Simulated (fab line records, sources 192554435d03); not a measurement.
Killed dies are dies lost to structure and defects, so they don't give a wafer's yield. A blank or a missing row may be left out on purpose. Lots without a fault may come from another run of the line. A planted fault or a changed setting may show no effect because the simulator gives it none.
fab line records | flow n5_finfet
record lots=4 wafers=12 last_day=18
route steps=1938 shown BEOL_M4@1099 BEOL_M5@1112 BEOL_M8@1371 PASSIVATION@1936
lots that met no fault: from a run of the same line without faults
start_h: hours from the record's first day to the start of the lot's first wafer shown | wait_h: hours since the lot's step before | " the same as in the row above | L1.1+2: a row that stands for several wafers | - no value, or no start given | * or withheld: withheld | < > ~ a bound
route shown NAME@n: a module of which the file shows steps, and the number in the route of the first | usual: mean/standard deviation of fault-free wafers | same: alike in all rows | chamber/n: place in a boat | sites: the reading at each site | _std_site: their standard deviation | _edge_site: outer sites' mean less inner sites' | radius_mm: how far each site lies from the wafer's centre | mask NAME#n: copy n | behind: the tool/chamber that last shaped the wafer | hold: why the lot was held/for how many hours/how that ended | device: the transistor (n, p or np) that didn't switch | end of line: the same wafers' tests at the end of the route | a step without rows: its recipe alone | killed: dies lost to structure and defects at the first sort, not the wafer's yield | map: a wafer's dies, x killed, . not, _ none there
set.NAME: the setting as run; set.NAME@STEP: as run at that earlier step | model.NAME: the simulator's own value behind a step, which no gauge read
lots at some steps of the route; a table a step, a row a wafer
services: from which hour (start_h, from the record's first day; less than 0 if before it) a tool's chamber was out of use, for how many hours, and why
## steps
# step N5_BEOL_M4_ANNEAL_95
# recipe temp_c=400 time_s=240 ambient=vacuum
# step N5_BEOL_M4_SPUTTER_96
# recipe material=Cu target_thk_a=45 temp_c=-20 chamber_pressure_pa=0.07 power_w=withheld time_s=8.29
# step N5_BEOL_M4_ECD_50
# recipe material=Cu target_thk_a=3000
# step N5_BEOL_M4_ANNEAL_51
# recipe temp_c=225 time_s=90 ambient=N2
# step N5_BEOL_M4_CMP_52
# recipe stop_on=SiOC t_overpolish_s=6.8 down_force_psi=1 platen_rpm=50 clearing_platen_down_force_psi=1.5 clearing_platen_rpm=50 post_cmp_clean=cu_alkaline target_thk_nm=40 clearing_platen_pad_velocity_m_s=0.99484 pad_velocity_m_s=0.99484
# step N5_BEOL_M4_PRE_CLEAN_60
# recipe gas=NH3/H2 time_s=15 temp_c=* rf_power_w=300
# step N5_BEOL_M4_CO_CAP_55
# recipe material=Co target_thk_a=20 temp_c=200 precursor=CCTBA/H2 pressure_torr=30 time_s=102.1
# step N5_BEOL_M4_PRE_CLEAN_56
# recipe gas=NH3 time_s=15 temp_c=withheld rf_power_w=300
# step N5_BEOL_M4_DEP_57
# recipe material=SiCN target_thk_a=80 temp_c=withheld precursor=3MS/NH3 pressure_torr=3 rf_w=202 time_s=14
# step N5_BEOL_M4_RC_MEAS_101
# usual DIBL_N=36.3/1.6 DIBL_P=36.4/2.1 IOFF_N=0.16/0.032 IOFF_P=0.22/0.044 ION_N=675/12 ION_P=463/8.3 SS_N=71.6/0.64 SS_P=73.3/0.67 VT_N=250/3.3 VT_P=-250/3.7
# columns lot.wafer tool chamber start_h wait_h DIBL_N[mV/V] DIBL_P[mV/V] IOFF_N[nA/um] IOFF_P[nA/um] ION_N[uA/um] ION_P[uA/um] SS_N[mV/dec] SS_P[mV/dec] VT_N[mV] VT_P[mV]
L412.1 prober-02 0 226.12 0.0 37.9 37.7 0.17 0.22 676 462 71.0 73.4 253 -249
L412.2 " 0 " " 36.7 36.1 0.15 0.20 657 453 71.7 73.3 255 -254
L412.6 " 0 " " 37.2 36.8 0.15 0.21 660 455 71.8 73.8 253 -252
L410.2 prober-01 0 227.55 0.2 36.0 36.3 0.17 0.22 677 463 72.1 73.3 249 -250
L410.3 " 0 " " 34.7 34.8 0.14 0.20 658 457 70.6 73.0 251 -252
L410.6 " 0 " " 37.1 37.8 0.19 0.25 683 473 72.3 73.5 248 -247
L415.1 prober-01 0 231.76 0.0 35.4 35.1 0.14 0.19 654 452 71.6 73.9 256 -252
L415.3 " 0 " " 37.2 37.9 0.19 0.24 689 466 71.4 74.0 249 -247
L415.5 " 0 " " 36.3 36.1 0.16 0.22 676 463 71.9 73.2 251 -250
L428.1 prober-02 0 317.05 0.0 37.7 37.0 0.15 0.18 685 463 71.4 73.3 250 -256
L428.2 " 0 " " 36.0 35.4 0.13 0.17 678 459 71.3 72.8 251 -254
L428.4 " 0 " " 34.7 33.3 0.10 0.13 648 443 71.1 72.2 258 -259
# step N5_BEOL_M5_ILD_DEP_00
# recipe material=SiCOH_lowk target_thk_a=1406.4 temp_c=300 precursor=DEMS/porogen pressure_torr=5 rf_w=500 time_s=25.9
# step N5_BEOL_M5_CURE_79
# recipe temp_c=385 time_s=240 ambient=He/Ar material=SiCOH_lowk
# step N5_BEOL_M5_PECVD_70
# recipe material=SiO2 target_thk_a=160 temp_c=400 precursor=TEOS/O2 pressure_torr=5.5 rf_w=450 teos_flow_sccm=53.8 gas=O2 flow_sccm=3000 time_s=18
# step N5_BEOL_M5_HM_DEP_02
# recipe material=TiN target_thk_a=200 temp_c=25 chamber_pressure_pa=0.49996
# step N5_BEOL_M5_COAT_59
# recipe resist=SOC temp_c=250 time_s=60 spin_rpm=1500 resist_thk_nm=60
# step N5_BEOL_M5_COAT_60
# recipe resist=SiARC temp_c=220 time_s=60 spin_rpm=1500 resist_thk_nm=12
# step N5_BEOL_M5_COAT_71
# recipe resist=underlayer temp_c=205 time_s=60 spin_rpm=1500 resist_thk_nm=5
# step N5_BEOL_M5_COAT_05
# recipe resist=CAR-EUV spin_rpm=1500 resist_thk_nm=30
# step N5_BEOL_M5_EBR_07
# recipe solvent=PGMEA ebr_width_mm=1.5
# step N5_BEOL_M5_SOFTBAKE_06
# recipe temp_c=110 time_s=60 resist=CAR-EUV
# step N5_BEOL_M5_EXPOSE_08
# recipe mask_id=M5 na=0.33 source_shape=annular sigma_inner=0.4 sigma_outer=0.8 polarization=unpolarized target_cd_nm=28 dose_mj=35.75
# step N5_BEOL_M5_PEB_09
# recipe peb_temp_c=100 peb_time_s=60 resist=CAR-EUV
# step N5_BEOL_M5_DEVELOP_10
# recipe develop_time_s=30 developer=TMAH resist=CAR-EUV rinse_liquid=surfactant_rinse dry=air_spin dev_temp_c=23
# step N5_BEOL_M5_DESCUM_16
# recipe chemistry=O2 time_s=7 source_power_w=50 bias_power_w=20 pressure_mtorr=20 rf_frequency_hz=2.712e+07 temp_c=40 resist=CAR-EUV o2_flow_sccm=225
# step N5_BEOL_M5_ETCH_72
# recipe chemistry=N2/H2 target=underlayer target_depth_a=65 mask_material=CAR-EUV time_s=5.2 ion_energy_ev=200 pressure_mtorr=30 source_w=840 bias_w=150 n2_flow_sccm=200 h2_flow_sccm=200 ends=cleared
# step N5_BEOL_M5_ETCH_61
# recipe chemistry=CF4 target=SiARC target_depth_a=156 mask_material=CAR-EUV time_s=26 ion_energy_ev=80 pressure_mtorr=40 source_w=545 bias_w=36 Ar_flow_sccm=100 cf4_flow_sccm=100 ends=cleared
# step N5_BEOL_M5_ETCH_62
# recipe chemistry=N2/H2 target=SOC target_depth_a=750 overetch_a=150 mask_material=SiARC temp_c=40 time_s=112.5 ion_energy_ev=200 pressure_mtorr=30 source_w=840 bias_w=150 n2_flow_sccm=200 h2_flow_sccm=200
# step N5_BEOL_M5_STRIP_63
# recipe chemistry=N2/H2 temp_c=40 n2_flow_sccm=200 h2_flow_sccm=200 rf_frequency_hz=6e+07
# step N5_BEOL_M5_STRIP_73
# recipe chemistry=N2/H2 temp_c=40 n2_flow_sccm=200 h2_flow_sccm=200 rf_frequency_hz=6e+07
# step N5_BEOL_M5_STRIP_64
# recipe chemistry=CF4 resist=SiARC power_w=300 bias_power_w=75 pressure_mtorr=50 cf4_flow_sccm=150 rf_frequency_hz=6e+07
# step N5_BEOL_M5_HM_OPEN_17
# recipe chemistry=Cl2/BCl3 target_depth_a=200 overetch_a=60 target=TiN mask_material=SOC ion_energy_ev=150 pressure_mtorr=10 icp_w=1000 bias_w=126 Cl2_flow_sccm=53.25 bcl3_flow_sccm=21.75 Ar_flow_sccm=25
# step N5_BEOL_M5_STRIP_19
# recipe chemistry=O2 power_w=400 temp_c=40 pressure_mtorr=30 rf_frequency_hz=6e+07 bias_power_w=0 overash_fraction=0.2 o2_flow_sccm=225
# step N5_BEOL_M5_COAT_65
# recipe resist=SOC temp_c=250 time_s=60 spin_rpm=1500 resist_thk_nm=60
# step N5_BEOL_M5_COAT_66
# recipe resist=SiARC temp_c=220 time_s=60 spin_rpm=1500 resist_thk_nm=12
# step N5_BEOL_M8_ETCH_66
# recipe chemistry=N2/H2 target=SOC target_depth_a=800 overetch_a=160 mask_material=SiARC temp_c=40 time_s=120 ion_energy_ev=200 pressure_mtorr=30 source_w=840 bias_w=150 n2_flow_sccm=200 h2_flow_sccm=200
# usual bias_w=150.0/0.46 chamber_pressure_mTorr=30.000/0.027 drypump_motor_current_A=5.8/0.54 oes_product_au=0.62/0.078 rf_vpp_V=524.3/2.7 showerhead_plenum_p_Torr=2.56/0.097 throttle_valve_pct=17.8/0.36
# columns lot.wafer tool chamber start_h wait_h bias_w chamber_pressure_mTorr drypump_motor_current_A oes_product_au rf_hours_counter_h rf_vpp_V showerhead_plenum_p_Torr throttle_valve_pct model.CAR-EUV_of_BEOL_M8_COAT_22.thk_nm model.SiARC_of_BEOL_M8_COAT_64.thk_nm model.underlayer_of_BEOL_M8_COAT_71.thk_nm
L412.1 rie_diel-06 3 266.67 0.0 149.7 29.970 6.8 0.52 249 524.9 2.61 17.9 0 6.6 0
L412.2 " 0 " " 149.3 29.988 5.9 0.55 216 526.1 2.62 18.1 0 6.4 0
L412.6 " 1 " " 149.5 30.023 5.3 0.52 - 524.6 2.61 17.8 0 6.4 0
L415.1 rie_diel-06 1 269.07 0.0 - - - - - - - - 11 12 5
L415.3 " 2 " " - - - - - - - - 11.2 12 5
L415.5 " 1 " " - - - - - - - - 11.2 12 5
L410.2 rie_diel-03 3 273.59 0.0 - - - - - - - - 11 12 5
L410.3 " 1 " " - - - - - - - - 11 12 5
L410.6 " 3 " " - - - - - - - - 11.2 12 5
L428.1 rie_diel-03 2 365.17 0.0 149.6 29.963 5.7 0.53 241 519.6 2.40 17.9 0 6.8 0
L428.2 " 1 " " 149.7 29.972 6.0 0.55 228 525.8 2.62 18.5 0 6.2 0
L428.4 " 3 " " 150.1 29.986 6.1 0.69 33 527.9 2.70 17.4 0 6.4 0
# step N5_BEOL_M8_VIA_ETCH_34
# recipe chemistry=C4F6/O2 target=SiCOH_lowk target_depth_a=1255 mask_material=SOC taper_deg=4 time_s=50.5 ion_energy_ev=250 pressure_mtorr=30 source_w=345 bias_w=185 Ar_flow_sccm=300 C4F6_flow_sccm=10 O2_flow_sccm=10
# usual C4F6_flow_sccm=10.001/0.027 O2_flow_sccm=10.00/0.033 drypump_motor_current_A=5.8/0.54 oes_product_au=0.81/0.11 rf_vpp_V=665/13 showerhead_plenum_p_Torr=2.87/0.11 throttle_valve_pct=20.8/0.32
# columns lot.wafer tool chamber start_h wait_h C4F6_flow_sccm O2_flow_sccm drypump_motor_current_A oes_product_au rf_hours_counter_h rf_vpp_V showerhead_plenum_p_Torr throttle_valve_pct model.BEOL_M8.cd_nm
L412.1 rie_diel-06 3 266.77 0.0 9.923 10.03 6.7 0.68 249 671 2.93 20.9 40
L412.2 " 0 " " 10.014 9.98 5.9 0.71 216 688 2.90 20.9 40.2
L412.6 " 1 " " 9.963 10.03 5.2 0.67 - 649 2.93 20.9 40.2
L415.1 rie_diel-06 1 269.17 0.0 10.052 10.07 5.2 0.26 224 651 2.93 20.8 40.2
L415.3 " 2 " " 9.989 10.01 6.2 0.25 246 680 2.89 20.7 40
L415.5 " 1 " " 10.047 10.03 5.2 0.25 - 652 2.93 20.8 40.2
L410.2 rie_diel-03 3 273.69 0.0 9.979 10.02 6.1 0.38 0 679 3.02 20.3 40
L410.3 " 1 " " 10.057 10.03 5.9 0.27 197 663 2.95 21.3 40.4
L410.6 " 3 " " 9.982 9.99 6.1 0.39 - 678 3.02 20.3 40
L428.1 rie_diel-03 2 365.27 0.0 9.954 9.95 5.6 0.68 241 640 2.67 20.8 40
L428.2 " 1 " " 9.998 10.00 6.0 0.72 228 663 2.94 21.5 40.2
L428.4 " 3 " " 10.004 9.94 6.1 0.91 33 678 3.00 20.5 39.8
# step N5_PASSIVATION_PROBE_49
# usual defect_limited_yield=91.4/1.2 killed_at_M0_to_M3=35/11 killed_at_M4_up=14/6 killed_at_contacts=12/6.7 killed_at_front_end=37/9.7 killed_at_other=3.5/2.5 killed_dies=102/15 killed_on_rim=13/3.6 killed_open=67/12 killed_short=33/7.3 sort_bin_5_function=5.1/0.81 sort_bin_6_memory=3.2/0.65 sort_n_pass=1078/15 sort_yield_pct=91.4/1.2
# same gross_dies=1180 killed_at_back_side=0 sort_bin_4_leakage[%]=0 sort_bin_8_speed[%]=0
# columns lot.wafer tool chamber start_h wait_h defect_limited_yield[%] killed_at_M0_to_M3 killed_at_M4_up killed_at_contacts killed_at_front_end killed_at_other killed_dies killed_on_rim killed_open killed_short sort_bin_5_function[%] sort_bin_6_memory[%] sort_n_pass sort_yield_pct[%]
L415.1 prober-01 - 354.94 0.0 0 28 1076 24 51 1 1180 152 78 40 95.4 4.1 0 0
L415.3 prober-01 - 355.04 0.1 0 63 1069 7 36 5 1180 152 72 50 96.2 3.5 0 0
L415.5 prober-01 - 355.14 0.2 0 51 1079 14 34 2 1180 152 83 37 96.0 3.6 0 0
L410.2 prober-01 - 356.75 0.1 0 24 1107 11 31 7 1180 152 61 34 96.9 2.7 0 0
L410.3 prober-01 - 356.80 0.1 0 20 1107 16 31 6 1180 152 48 30 97.1 2.5 0 0
L410.6 prober-01 - 356.95 0.3 0 23 1082 17 50 8 1180 152 75 32 96.5 3.1 0 0
# killed by level:class
L415.1 BEOL_M8:area_etch=1062 MOL_CONTACT_COAG:geometric_particle:open=17 FIN_SAQP:geometric_particle:short=13 FIN_SAQP:geometric_particle:open=11 STI_FIN_REVEAL:geometric_particle:open=10 BEOL_M4:geometric_particle:open=8 DUMMY_GATE:geometric_particle:open=7 MOL_CONTACT_COAG:geometric_particle:short=7
L415.3 BEOL_M8:area_etch=1057 BEOL_M0_SAQP:geometric_particle:short=22 BEOL_M0_SAQP:geometric_particle:open=17 BEOL_M2:geometric_particle:open=12 FIN_SAQP:geometric_particle:short=9 FIN_SAQP:geometric_particle:open=7 MOL_CONTACT_COAG:geometric_particle:open=5 STARTING-WAFER:geometric_particle:open=5
L415.5 BEOL_M8:area_etch=1056 BEOL_M0_SAQP:geometric_particle:open=16 MOL_CONTACT_COAG:geometric_particle:open=11 STI_FIN_REVEAL:geometric_particle:open=10 BEOL_M4:geometric_particle:open=9 FIN_SAQP:geometric_particle:short=8 BEOL_M0_SAQP:geometric_particle:short=7 BEOL_M3:geometric_particle:short=7
L410.2 BEOL_M8:area_etch=1085 BEOL_M4:geometric_particle:open=15 MOL_CONTACT_COAG:geometric_particle:open=9 FIN_SAQP:geometric_particle:short=8 STI_FIN_REVEAL:geometric_particle:open=6 BEOL_M1:geometric_particle:open=6 BEOL_M0_SAQP:geometric_particle:short=5 FIN_SAQP:geometric_particle:open=3
L410.3 BEOL_M8:area_etch=1099 MOL_CONTACT_COAG:geometric_particle:open=15 FIN_SAQP:geometric_particle:short=10 GATE_CUT:geometric_particle:short=6 FIN_SAQP:geometric_particle:open=5 BEOL_M1:geometric_particle:open=5 DUMMY_GATE:geometric_particle:open=4 BEOL_M2:geometric_particle:short=3
L410.6 BEOL_M8:area_etch=1068 MOL_CONTACT_COAG:geometric_particle:open=14 STI_FIN_REVEAL:geometric_particle:open=13 FIN_SAQP:geometric_particle:open=9 FIN_SAQP:geometric_particle:short=7 BEOL_M1:geometric_particle:open=6 DUMMY_GATE:geometric_particle:open=4 BEOL_M0_SAQP:geometric_particle:short=4
# map L410.2 (x killed, . not)
_________________xxxxxxxxxxxx________________
______________xxxxxxxxxxxxxxxxxx_____________
___________xxxxxxxxxxxxxxxxxxxxxxxx__________
__________xxxxxxxxxxxxxxxxxxxxxxxxxx_________
________xxxxxxxxxxxxxxxxxxxxxxxxxxxxxx_______
_______xxxxxxxxxxxxxxxxxxxxxxxxxxxxxxxx______
______xxxxxxxxxxxxxxxxxxxxxxxxxxxxxxxxxx_____
_____xxxxxxxxxxxxxxxxxxxxxxxxxxxxxxxxxxxx____
____xxxxxxxxxxxxxxxxxxxxxxxxxxxxxxxxxxxxxx___
___xxxxxxxxxxxxxxxxxxxxxxxxxxxxxxxxxxxxxxxx__
___xxxxxxxxxxxxxxxxxxxxxxxxxxxxxxxxxxxxxxxx__
__xxxxxxxxxxxxxxxxxxxxxxxxxxxxxxxxxxxxxxxxxx_
__xxxxxxxxxxxxxxxxxxxxxxxxxxxxxxxxxxxxxxxxxx_
_xxxxxxxxxxxxxxxxxxxxxxxxxxxxxxxxxxxxxxxxxxxx
_xxxxxxxxxxxxxxxxxxxxxxxxxxxxxxxxxxxxxxxxxxxx
_xxxxxxxxxxxxxxxxxxxxxxxxxxxxxxxxxxxxxxxxxxxx
_xxxxxxxxxxxxxxxxxxxxxxxxxxxxxxxxxxxxxxxxxxxx
_xxxxxxxxxxxxxxxxxxxxxxxxxxxxxxxxxxxxxxxxxxxx
_xxxxxxxxxxxxxxxxxxxxxxxxxxxxxxxxxxxxxxxxxxxx
_xxxxxxxxxxxxxxxxxxxxxxxxxxxxxxxxxxxxxxxxxxxx
_xxxxxxxxxxxxxxxxxxxxxxxxxxxxxxxxxxxxxxxxxxxx
__xxxxxxxxxxxxxxxxxxxxxxxxxxxxxxxxxxxxxxxxxx_
__xxxxxxxxxxxxxxxxxxxxxxxxxxxxxxxxxxxxxxxxxx_
___xxxxxxxxxxxxxxxxxxxxxxxxxxxxxxxxxxxxxxxx__
___xxxxxxxxxxxxxxxxxxxxxxxxxxxxxxxxxxxxxxxx__
____xxxxxxxxxxxxxxxxxxxxxxxxxxxxxxxxxxxxxx___
_____xxxxxxxxxxxxxxxxxxxxxxxxxxxxxxxxxxxx____
______xxxxxxxxxxxxxxxxxxxxxxxxxxxxxxxxxx_____
_______xxxxxxxxxxxxxxxxxxxxxxxxxxxxxxxx______
________xxxxxxxxxxxxxxxxxxxxxxxxxxxxxx_______
__________xxxxxxxxxxxxxxxxxxxxxxxxxx_________
___________xxxxxxxxxxxxxxxxxxxxxxxx__________
______________xxxxxxxxxxxxxxxxxx_____________
_________________xxxxxxxxxxxx________________
# map L415.1 (x killed, . not)
_________________xxxxxxxxxxxx________________
______________xxxxxxxxxxxxxxxxxx_____________
___________xxxxxxxxxxxxxxxxxxxxxxxx__________
__________xxxxxxxxxxxxxxxxxxxxxxxxxx_________
________xxxxxxxxxxxxxxxxxxxxxxxxxxxxxx_______
_______xxxxxxxxxxxxxxxxxxxxxxxxxxxxxxxx______
______xxxxxxxxxxxxxxxxxxxxxxxxxxxxxxxxxx_____
_____xxxxxxxxxxxxxxxxxxxxxxxxxxxxxxxxxxxx____
____xxxxxxxxxxxxxxxxxxxxxxxxxxxxxxxxxxxxxx___
___xxxxxxxxxxxxxxxxxxxxxxxxxxxxxxxxxxxxxxxx__
___xxxxxxxxxxxxxxxxxxxxxxxxxxxxxxxxxxxxxxxx__
__xxxxxxxxxxxxxxxxxxxxxxxxxxxxxxxxxxxxxxxxxx_
__xxxxxxxxxxxxxxxxxxxxxxxxxxxxxxxxxxxxxxxxxx_
_xxxxxxxxxxxxxxxxxxxxxxxxxxxxxxxxxxxxxxxxxxxx
_xxxxxxxxxxxxxxxxxxxxxxxxxxxxxxxxxxxxxxxxxxxx
_xxxxxxxxxxxxxxxxxxxxxxxxxxxxxxxxxxxxxxxxxxxx
_xxxxxxxxxxxxxxxxxxxxxxxxxxxxxxxxxxxxxxxxxxxx
_xxxxxxxxxxxxxxxxxxxxxxxxxxxxxxxxxxxxxxxxxxxx
_xxxxxxxxxxxxxxxxxxxxxxxxxxxxxxxxxxxxxxxxxxxx
_xxxxxxxxxxxxxxxxxxxxxxxxxxxxxxxxxxxxxxxxxxxx
_xxxxxxxxxxxxxxxxxxxxxxxxxxxxxxxxxxxxxxxxxxxx
__xxxxxxxxxxxxxxxxxxxxxxxxxxxxxxxxxxxxxxxxxx_
__xxxxxxxxxxxxxxxxxxxxxxxxxxxxxxxxxxxxxxxxxx_
___xxxxxxxxxxxxxxxxxxxxxxxxxxxxxxxxxxxxxxxx__
___xxxxxxxxxxxxxxxxxxxxxxxxxxxxxxxxxxxxxxxx__
____xxxxxxxxxxxxxxxxxxxxxxxxxxxxxxxxxxxxxx___
_____xxxxxxxxxxxxxxxxxxxxxxxxxxxxxxxxxxxx____
______xxxxxxxxxxxxxxxxxxxxxxxxxxxxxxxxxx_____
_______xxxxxxxxxxxxxxxxxxxxxxxxxxxxxxxx______
________xxxxxxxxxxxxxxxxxxxxxxxxxxxxxx_______
__________xxxxxxxxxxxxxxxxxxxxxxxxxx_________
___________xxxxxxxxxxxxxxxxxxxxxxxx__________
______________xxxxxxxxxxxxxxxxxx_____________
_________________xxxxxxxxxxxx________________
## services
# columns tool chamber start_h hours kind
rie_diel-03 3 245.80 5.4 repair
rie_diel-03 3 251.28 - clean
rie_diel-03 3 251.28 - consumable_replace:focus_ring
rie_diel-03 3 251.28 - consumable_replace:showerhead
rie_diel-03 3 251.28 21.2 scheduled_down
rie_diel-03 3 251.28 21.2 vent_cycle
rie_diel-06 3 268.66 - clean
rie_diel-06 3 268.66 - consumable_replace:focus_ring
rie_diel-06 3 268.66 20.6 scheduled_down
rie_diel-06 3 268.66 20.6 vent_cycle
rie_diel-06 2 289.23 - clean
rie_diel-06 2 289.23 - consumable_replace:focus_ring
rie_diel-06 2 289.23 18.8 scheduled_down
rie_diel-06 2 289.23 18.8 vent_cycle
rie_diel-06 1 337.72 - clean
rie_diel-06 1 337.72 - consumable_replace:focus_ring
rie_diel-06 1 337.72 25.3 scheduled_down
rie_diel-06 1 337.72 25.3 vent_cycle
rie_diel-06 0 363.10 - clean
rie_diel-06 0 363.10 - consumable_replace:focus_ring
rie_diel-06 0 363.10 26.1 scheduled_down
rie_diel-06 0 363.10 26.1 vent_cycle
## key
first_sign step=N5_BEOL_M8_ETCH_66 reading=tool_record direction=missing
effect step=N5_BEOL_M8_VIA_ETCH_34 reading=oes_product_au direction=down sigmas=4.7 usual=0.81 struck=0.30
effect step=N5_PASSIVATION_PROBE_49 reading=killed_at_M4_up direction=up sigmas=99+ usual=14 struck=1087
model_effect step=N5_BEOL_M8_ETCH_66 value=CAR-EUV_of_BEOL_M8_COAT_22.thk_nm without=0 struck=11.1
model_effect step=N5_BEOL_M8_VIA_ETCH_34 value=BEOL_M8.cd_nm without=40.4 struck=40.13
more_kills_born_at N5_BEOL_M8_ETCH_66@rie_diel-03=3252 N5_BEOL_M8_ETCH_66@rie_diel-06=3175
met_at N5_BEOL_M8_ETCH_66
struck_wafers L410.2,L410.3,L410.6,L415.1,L415.3,L415.5
later_rows_left_out L410.2,L410.3,L410.6,L415.1,L415.3,L415.5
onset_between 266.67 269.07
fault kind=skipped_step_whole tool=rie_diel-03,rie_diel-06 chamber=- onset_h=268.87 steps=N5_BEOL_M8_ETCH_66 scope=struck_lots_only
# later_rows_left_out: the simulator's readings of these wafers behind a module that went badly wrong aren't trusted and aren't shown, but for the sort
